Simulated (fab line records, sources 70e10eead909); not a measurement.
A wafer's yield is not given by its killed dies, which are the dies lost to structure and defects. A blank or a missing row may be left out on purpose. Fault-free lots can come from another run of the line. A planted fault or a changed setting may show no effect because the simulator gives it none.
Matching of chambers / flow nandHarc / rieDiel-12 running NHARC_A_STAIRCASE_DESCUM_312: 4 sister chambers
The step chemistry O2, time 3 s. 8 wafers are shown with their chamber, then 11 later ones without.

## WAFERS WITH THEIR CHAMBER
wafer=L080.4; chamber=0; showerheadPlenumPTorr (Torr)=1.96; drypumpMotorCurrentA (A)=6.0
wafer=L085.3; chamber=3; showerheadPlenumPTorr (Torr)=1.93; drypumpMotorCurrentA (A)=5.7
wafer=L085.5; chamber=1; showerheadPlenumPTorr (Torr)=1.81; drypumpMotorCurrentA (A)=5.7
wafer=L086.2; chamber=3; showerheadPlenumPTorr (Torr)=1.93; drypumpMotorCurrentA (A)=5.6
wafer=L089.1; chamber=0; showerheadPlenumPTorr (Torr)=1.95; drypumpMotorCurrentA (A)=6.1
wafer=L089.5; chamber=2; showerheadPlenumPTorr (Torr)=1.84; drypumpMotorCurrentA (A)=5.4
wafer=L089.6; chamber=1; showerheadPlenumPTorr (Torr)=1.81; drypumpMotorCurrentA (A)=5.7
wafer=L091.4; chamber=2; showerheadPlenumPTorr (Torr)=1.84; drypumpMotorCurrentA (A)=5.4

## WAFERS WHOSE CHAMBER IS MISSING
wafer=L091.5; showerheadPlenumPTorr (Torr)=1.93; drypumpMotorCurrentA (A)=5.7
wafer=L091.6; showerheadPlenumPTorr (Torr)=1.84; drypumpMotorCurrentA (A)=5.4
wafer=L094.2; showerheadPlenumPTorr (Torr)=1.92; drypumpMotorCurrentA (A)=5.7
wafer=L094.3; showerheadPlenumPTorr (Torr)=1.80; drypumpMotorCurrentA (A)=5.7
wafer=L094.5; showerheadPlenumPTorr (Torr)=1.84; drypumpMotorCurrentA (A)=5.4
wafer=L096.1; showerheadPlenumPTorr (Torr)=1.80; drypumpMotorCurrentA (A)=5.7
wafer=L096.4; showerheadPlenumPTorr (Torr)=1.84; drypumpMotorCurrentA (A)=5.4
wafer=L096.6; showerheadPlenumPTorr (Torr)=1.95; drypumpMotorCurrentA (A)=6.0
wafer=L095.1; showerheadPlenumPTorr (Torr)=1.92; drypumpMotorCurrentA (A)=5.7
wafer=L095.4; showerheadPlenumPTorr (Torr)=1.80; drypumpMotorCurrentA (A)=5.8
wafer=L095.6; showerheadPlenumPTorr (Torr)=1.80; drypumpMotorCurrentA (A)=5.7

## THE CHAMBER EACH PASSED THROUGH
wafer=L091.5; from the rows above=3; in truth=3
wafer=L091.6; from the rows above=2; in truth=2
wafer=L094.2; from the rows above=3; in truth=3
wafer=L094.3; from the rows above=1; in truth=1
wafer=L094.5; from the rows above=2; in truth=2
wafer=L096.1; from the rows above=1; in truth=1
wafer=L096.4; from the rows above=2; in truth=2
wafer=L096.6; from the rows above=0; in truth=0
wafer=L095.1; from the rows above=3; in truth=3
wafer=L095.4; from the rows above=1; in truth=1
wafer=L095.6; from the rows above=1; in truth=1
11 of 11 placed correctly. From these rows, 0 cannot be placed. Wrongly placed: 0.
How it was worked out, from the rows above alone: a wafer's distance from a chamber is the root of the sum, over the readings, of the square of ((its reading less the chamber's mean) divided by the reading's scatter). The wafer belongs to the nearest chamber; if the next one is less than 2 further off, it can't be placed. A chamber's mean is the mean of its shown wafers. The scatter is the square root of a quotient: the sum, over the shown wafers, of each reading's squared deviation from its chamber's mean, divided by wafers minus chambers.
